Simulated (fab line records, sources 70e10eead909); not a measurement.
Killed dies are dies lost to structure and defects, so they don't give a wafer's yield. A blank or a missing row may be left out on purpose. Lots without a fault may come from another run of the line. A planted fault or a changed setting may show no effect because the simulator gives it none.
Which tool did it? | flow nand_harc | 14 lots, 42 wafers sampled, at 4 steps of a route of 1159

WHAT THE GAUGES READ, wafer by wafer
The record holds no reading of a measuring or inspecting step that can be judged against a usual standard deviation.

WHICH TOOL RAN EACH LOT (tool, then ch and the chambers of the sampled wafers, then the start)
lot  | NHARC_P_GATE_DESCUM_13            | NHARC_P_GATE_DEP_103            | NHARC_P_GATE_DEVELOP_25           | NHARC_P_GATE_STRIP_101
L112 | rie_diel-11 ch 0,2,3, day 6 13:47 | pecvd-04 ch 0,1,2, day 7 03:56  | litho_track-01, day 7 04:00       | rie_diel-08 ch 0,1,2, day 7 15:38
L111 | rie_diel-08 ch 0,2,3, day 6 13:56 | pecvd-04 ch 0,2, day 7 03:18    | litho_track-06, day 7 03:00       | rie_diel-08 ch 0,1,3, day 7 15:07
L113 | rie_diel-11 ch 0,1, day 6 22:59   | pecvd-03 ch 0,1,2, day 7 12:02  | litho_track-01 ch 0, day 7 12:00  | rie_diel-11 ch 1,3, day 7 23:54
L114 | rie_diel-08 ch 0,1,2, day 7 10:25 | pecvd-04 ch 0,2, day 8 01:13    | litho_track-04 ch 0, day 8 01:00  | rie_diel-08 ch 1,3, day 8 13:22
L115 | rie_diel-11 ch 0,1, day 7 10:34   | pecvd-03 ch 0,1,2, day 8 02:51  | litho_track-04 ch 0, day 8 03:00  | rie_diel-11 ch 0,1,2, day 8 14:35
L116 | rie_diel-11 ch 1,2, day 7 10:43   | pecvd-04 ch 0,1,2, day 8 01:59  | litho_track-01 ch 0, day 8 02:00  | rie_diel-08 ch 1,3, day 8 13:55
L117 | rie_diel-10 ch 1,2,3, day 7 20:59 | pecvd-01 ch 0,1,2, day 8 14:45  | litho_track-01 ch 0, day 8 15:00  | rie_diel-11 ch 1,2, day 9 02:32
L119 | rie_diel-11 ch 0,1,2, day 8 02:40 | pecvd-01 ch 0,2, day 8 16:46    | litho_track-04 ch 0, day 8 17:00  | rie_diel-08 ch 0,1,2, day 9 05:15
L121 | rie_diel-08 ch 1,2, day 8 22:02   | pecvd-01 ch 0,2, day 9 10:53    | litho_track-06 ch 0, day 9 11:00  | rie_diel-10 ch 0,2,3, day 9 22:50
L120 | rie_diel-10 ch 2,3, day 8 22:11   | pecvd-01 ch 0,1, day 9 11:22    | litho_track-06 ch 0, day 9 11:00  | rie_diel-08 ch 0,1, day 9 22:58
L122 | rie_diel-10 ch 0,1,3, day 9 02:54 | pecvd-01 ch 0,1,2, day 9 15:52  | litho_track-04 ch 0, day 9 16:00  | rie_diel-08 ch 0,2,3, day 10 03:48
L123 | rie_diel-08 ch 0,1,2, day 9 09:22 | pecvd-01 ch 1,2, day 9 22:09    | litho_track-04 ch 0, day 9 22:00  | rie_diel-08 ch 1,2,3, day 10 10:00
L124 | rie_diel-11 ch 1,3, day 9 09:24   | pecvd-01 ch 0,1, day 9 22:53    | litho_track-01 ch 0, day 9 23:00  | rie_diel-08 ch 2,3, day 10 10:41
L125 | rie_diel-08 ch 0,1,2, day 9 21:17 | pecvd-04 ch 0,1,2, day 10 10:30 | litho_track-01 ch 0, day 10 11:00 | rie_diel-11 ch 1,2, day 10 22:38
- NHARC_P_GATE_DESCUM_13: chemistry O2, time 3 s.
- NHARC_P_GATE_DEP_103: deposits SiON, target thk 30 nm.
- NHARC_P_GATE_DEVELOP_25: develop time 35 s.
- NHARC_P_GATE_STRIP_101: strips in O2, time 20 s.

WHAT THE TOOLS THEMSELVES READ (means of the sampled wafers that have a number; where no wafer has one, the mark that the record gives instead)
NHARC_P_GATE_DESCUM_13. Usual: drypump_motor_current_A 5.8 A, standard deviation 0.41; oes_product_au 1.004 a.u., standard deviation 0.0076; rf_vpp_V 57.8 V, standard deviation 0.83; showerhead_plenum_p_Torr 1.91 Torr, standard deviation 0.072; throttle_valve_pct 11.309 %, standard deviation 0.0084.
lot  | tool        | drypump_motor_current_A (A) | oes_product_au (a.u.) | rf_vpp_V (V) | showerhead_plenum_p_Torr (Torr) | throttle_valve_pct (%) | flag
L112 | rie_diel-11 | 6.2                         | 1.005                 | 58.3         | 1.90                            | 11.307                 |
L111 | rie_diel-08 | 5.7                         | 1.008                 | 58.2         | 1.87                            | 11.312                 |
L113 | rie_diel-11 | 6.1                         | 0.996                 | 57.7         | 1.83                            | 11.308                 |
L114 | rie_diel-08 | 6.0                         | 1.008                 | 57.4         | 1.91                            | 11.304                 |
L115 | rie_diel-11 | 6.1                         | 1.005                 | 57.9         | 1.83                            | 11.305                 |
L116 | rie_diel-11 | 6.1                         | 1.007                 | 58.6         | 1.93                            | 11.307                 |
L117 | rie_diel-10 | 5.4                         | 0.984                 | 57.2         | 1.92                            | 11.298                 |
L119 | rie_diel-11 | 6.1                         | 1.003                 | 57.6         | 1.88                            | 11.301                 |
L121 | rie_diel-08 | 6.0                         | 1.011                 | 57.9         | 1.87                            | 11.315                 |
L120 | rie_diel-10 | 5.5                         | 1.012                 | 58.1         | 1.96                            | 11.307                 |
L122 | rie_diel-10 | 5.5                         | 0.998                 | 57.3         | 1.90                            | 11.311                 |
L123 | rie_diel-08 | 6.0                         | 1.007                 | 57.6         | 1.90                            | 11.315                 |
L124 | rie_diel-11 | 6.4                         | 0.997                 | 58.0         | 1.95                            | 11.305                 |
L125 | rie_diel-08 | 6.0                         | 1.014                 | 57.6         | 1.90                            | 11.312                 |

NHARC_P_GATE_DEP_103. Usual: heater_power_outer_w 476 W, standard deviation 87; heater_power_w 803 W, standard deviation 120.
lot  | tool     | heater_power_outer_w (W) | heater_power_w (W) | flag
L112 | pecvd-04 | 521                      | 835                |
L111 | pecvd-04 | 599                      | 927                |
L113 | pecvd-03 | 478                      | 783                |
L114 | pecvd-04 | 617                      | 952                |
L115 | pecvd-03 | 508                      | 815                |
L116 | pecvd-04 | 542                      | 884                |
L117 | pecvd-01 | 371                      | 682                |
L119 | pecvd-01 | 370                      | 678                |
L121 | pecvd-01 | 440                      | 799                |
L120 | pecvd-01 | 412                      | 709                |
L122 | pecvd-01 | 382                      | 700                |
L123 | pecvd-01 | 511                      | 873                |
L124 | pecvd-01 | 458                      | 784                |
L125 | pecvd-04 | 542                      | 874                |

NHARC_P_GATE_DEVELOP_25. Usual: chill_plate_temp_C 23.01 C, standard deviation 0.095.
lot  | tool           | chill_plate_temp_C (C) | flag
L112 | litho_track-01 | -                      | OFF
L111 | litho_track-06 | -                      | OFF
L113 | litho_track-01 | 23.00                  |
L114 | litho_track-04 | 22.90                  |
L115 | litho_track-04 | 23.08                  |
L116 | litho_track-01 | 23.04                  |
L117 | litho_track-01 | 23.08                  |
L119 | litho_track-04 | 23.00                  |
L121 | litho_track-06 | 22.96                  |
L120 | litho_track-06 | 22.99                  |
L122 | litho_track-04 | 22.94                  |
L123 | litho_track-04 | 23.05                  |
L124 | litho_track-01 | 23.13                  |
L125 | litho_track-01 | 22.94                  |

NHARC_P_GATE_STRIP_101. Usual: drypump_motor_current_A 5.9 A, standard deviation 0.38; oes_product_au 1.005 a.u., standard deviation 0.0085; rf_vpp_V 57.7 V, standard deviation 0.91; showerhead_plenum_p_Torr 3.52 Torr, standard deviation 0.13; throttle_valve_pct 17.037 %, standard deviation 0.0094.
lot  | tool        | drypump_motor_current_A (A) | oes_product_au (a.u.) | rf_vpp_V (V) | showerhead_plenum_p_Torr (Torr) | throttle_valve_pct (%) | flag
L112 | rie_diel-08 | 6.0                         | 1.006                 | 57.8         | 3.52                            | 17.026                 |
L111 | rie_diel-08 | 6.0                         | 1.004                 | 58.4         | 3.59                            | 17.035                 |
L113 | rie_diel-11 | 6.3                         | 1.011                 | 57.6         | 3.55                            | 17.041                 |
L114 | rie_diel-08 | 5.9                         | 1.011                 | 57.5         | 3.60                            | 17.031                 |
L115 | rie_diel-11 | 6.1                         | 1.002                 | 57.5         | 3.47                            | 17.042                 |
L116 | rie_diel-08 | 6.2                         | 1.013                 | 58.9         | 3.66                            | 17.043                 |
L117 | rie_diel-11 | 6.1                         | 1.008                 | 58.1         | 3.55                            | 17.033                 |
L119 | rie_diel-08 | 6.0                         | 1.001                 | 57.5         | 3.51                            | 17.029                 |
L121 | rie_diel-10 | 5.5                         | 1.001                 | 58.1         | 3.59                            | 17.039                 |
L120 | rie_diel-08 | 6.3                         | 0.994                 | 58.0         | 3.65                            | 17.041                 |
L122 | rie_diel-08 | 5.7                         | 1.001                 | 56.9         | 3.45                            | 17.039                 |
L123 | rie_diel-08 | 6.0                         | 1.006                 | 57.6         | 3.52                            | 17.041                 |
L124 | rie_diel-08 | 5.7                         | 1.003                 | 57.1         | 3.38                            | 17.034                 |
L125 | rie_diel-11 | 6.1                         | 1.004                 | 58.0         | 3.54                            | 17.042                 |

THE ANSWER, worked out from the rows above alone
Rule: a lot is off if the mean of its wafers that have a number lies more than 3 standard deviations from the usual mean. A lot without any number at a reading at which 4 lots or more have one is off too. The other lots that the step has rows for count as sound. The gauges are gone through in route order, then the tools' own readings, and for those a lot's mean is taken as printed above. The first step at which some lot is off is used, and at that step the reading that is off furthest; a lot without a number counts as furthest.
Off: L112, L111, at NHARC_P_GATE_DEVELOP_25 (chill_plate_temp_C). Without a number there: L112, L111.
A tool fits if, at that step or a process step before it, it ran every lot that is off, and no sound lot after the first of them. None of those tried fits.

WHAT THE SIMULATOR HAD PUT IN
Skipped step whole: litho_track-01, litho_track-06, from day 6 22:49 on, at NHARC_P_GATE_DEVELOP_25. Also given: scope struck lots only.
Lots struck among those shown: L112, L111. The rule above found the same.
